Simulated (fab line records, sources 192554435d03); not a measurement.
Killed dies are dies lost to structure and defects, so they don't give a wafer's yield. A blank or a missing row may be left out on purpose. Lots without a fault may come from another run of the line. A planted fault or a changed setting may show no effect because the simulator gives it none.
Chamber matching | flow n5_finfet | N5_HKMG_FIN_STRIP_90 on rie_diel-06: 4 sister chambers
The step strips SOC in N2/H2, time 20 s. 4 wafers are shown with their chamber, then 7 later ones without.

WAFERS WITH THEIR CHAMBER
wafer  | chamber | showerhead_plenum_p_Torr (Torr)
L087.2 | 1       | 3.24
L087.3 | 2       | 3.31
L091.2 | 0       | 3.57
L091.4 | 3       | 3.52

WAFERS WITHOUT THEIR CHAMBER
wafer  | showerhead_plenum_p_Torr (Torr)
L091.6 | 3.23
L094.2 | 3.51
L094.3 | 3.23
L094.6 | 3.23
L096.1 | 3.51
L096.3 | 3.23
L096.5 | 3.57

WHICH CHAMBER EACH WENT THROUGH
wafer  | from the rows above | in truth
L091.6 | 1                   | 1
L094.2 | 3                   | 3
L094.3 | 1                   | 1
L094.6 | 1                   | 1
L096.1 | 3                   | 3
L096.3 | 1                   | 1
L096.5 | 0                   | 0
Placed correctly: 7 of 7. Can't be placed from these rows: 0. Placed wrongly: 0.
How it was worked out, from the rows above alone: a wafer's distance from a chamber is the root of the sum, over the readings, of the square of ((its reading less the chamber's mean) divided by the reading's scatter). The wafer belongs to the nearest chamber; if the next one is less than 2 further off, it can't be placed. A chamber's mean is the mean of its shown wafers. The scatter: with one shown wafer a chamber, the root of the mean of the squares of how far each hidden wafer lies from its nearest shown one.
